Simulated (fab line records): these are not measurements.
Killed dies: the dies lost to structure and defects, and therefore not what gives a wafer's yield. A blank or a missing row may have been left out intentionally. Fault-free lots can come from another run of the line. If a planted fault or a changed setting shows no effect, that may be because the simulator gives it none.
Comparing a struck lot with a sound one || flow n5_finfet || 15 steps out of a route of 1938
Sound: wafers L385.2, L385.3, L385.6. Struck: wafer L397.6. (L397.1 of the same lot was not struck and is left out.) The cause comes at the end.
Order at every step that has rows: each side's tool, ch and its chambers, its first start. Under that, the readings that differ: sound wafers || struck wafers || difference of the means || sigmas: that difference in standard deviations of wafers without a fault.
alike: same words and numbers on both sides, and readings whose means sit less than 2 such deviations apart. not compared: any withheld reading, any reading some wafer has no value for, any bound like >300 that may hide the same value, and any number with overlapping values for which the record gives no deviation.
Wherever a step has rows on one side only, a row that says differs or no value, or a row with sigmas, the two part there. Numbers that have no deviation but don't overlap get no sigmas and don't part them. A reading missing from all wafers of one side parts the sides only when that side holds two or more wafers.

first, 6 steps without rows for these wafers: N5_BEOL_M7_COAT_22 (resist thk 30 nm); N5_BEOL_M7_EBR_24; N5_BEOL_M7_SOFTBAKE_23 (time 60 s); N5_BEOL_M7_EXPOSE_25 (exposes mask V6, target cd 40 nm); N5_BEOL_M7_PEB_26 (peb time 60 s); N5_BEOL_M7_DEVELOP_27 (develop time 30 s).
N5_BEOL_M7_CD_MEAS_28: the cd target is 40 nm.
  sound on cd_sem-01 ch 0, day 14 19:55; struck on cd_sem-01 ch 0, day 16 23:51
  alike: cd_nm
N5_BEOL_M7_OVL_MEAS_29:
  sound on overlay-01 ch 0, day 14 19:57; struck on overlay-01 ch 0, day 16 23:53
{"reading": "V6_OVL (nm)", "sound": "0.7 0.6 1.1", "struck": -1.0, "difference": -1.8, "sigmas": -3}
N5_BEOL_M7_INSPECT_30: inspects for defects (brightfield).
  sound on defect_inspect-01, day 14 20:01; struck on defect_inspect-02, day 16 23:56
  alike: raw_defect_count
N5_BEOL_M7_DESCUM_33: chemistry O2, time 7 s.
  sound on rie_diel-02 ch 2,3, day 14 20:02; struck on rie_diel-02 ch 0, day 17 00:29
  alike: drypump_motor_current_A, oes_product_au, rf_vpp_V, showerhead_plenum_p_Torr, throttle_valve_pct
  not compared: rf_hours_counter_h
N5_BEOL_M7_ETCH_72: etches underlayer in N2/H2, target depth 6.5 nm, time 5.2 s.
  sound on rie_diel-02 ch 2,3, day 14 20:05; struck on rie_diel-02 ch 0, day 17 00:31
{"reading": "etch_rf_on_time_s (s)", "sound": "5.24 5.43 5.26", "struck": 4.87, "difference": -0.44, "sigmas": -3}
  alike: drypump_motor_current_A, h2_flow_sccm, oes_product_au, rf_vpp_V, showerhead_plenum_p_Torr, throttle_valve_pct
  not compared: rf_hours_counter_h
N5_BEOL_M7_ETCH_65: etches SiARC in CF4, target depth 15.6 nm, time 26 s.
  sound on rie_diel-02 ch 2,3, day 14 20:05; struck on rie_diel-02 ch 0, day 17 00:32
  alike: drypump_motor_current_A, etch_rf_on_time_s, oes_product_au, rf_vpp_V, showerhead_plenum_p_Torr, throttle_valve_pct
  not compared: rf_hours_counter_h
N5_BEOL_M7_ETCH_66: etches SOC in N2/H2, target depth 80 nm, overetch 16 nm, time 120 s.
  sound on rie_diel-02 ch 2,3, day 14 20:07; struck on rie_diel-02 ch 0, day 17 00:34
{"reading": "run_length_s (s)", "sound": "142.6 142.6 142.8", "struck": 125.7, "difference": -17.0, "sigmas": -42}
{"reading": "model.SiARC_of_BEOL_M7_COAT_64.thk_nm (nm)", "sound": "6.4 6.4 6.4", "struck": 7, "difference": "+1", "sigmas": ""}
  alike: drypump_motor_current_A, h2_flow_sccm, oes_product_au, rf_vpp_V, showerhead_plenum_p_Torr, throttle_valve_pct
  not compared: rf_hours_counter_h
then, 1 step without rows for these wafers: N5_BEOL_M7_STRIP_69 (strips in N2/H2).
-- record jumps: 3 days separate the struck wafers' starts on either side; left off in module BEOL_M7, taken up again in module PASSIVATION, whose first shown step is the route's number 1936 --
N5_PASSIVATION_PROBE_49:
  only the struck wafers here have rows in the record (prober-01, day 20 04:29); the sound ones have none

WHERE THEY PART
Earliest at N5_BEOL_M7_OVL_MEAS_29; latest, in this record, at N5_PASSIVATION_PROBE_49.

WHY: the cause the simulator had injected
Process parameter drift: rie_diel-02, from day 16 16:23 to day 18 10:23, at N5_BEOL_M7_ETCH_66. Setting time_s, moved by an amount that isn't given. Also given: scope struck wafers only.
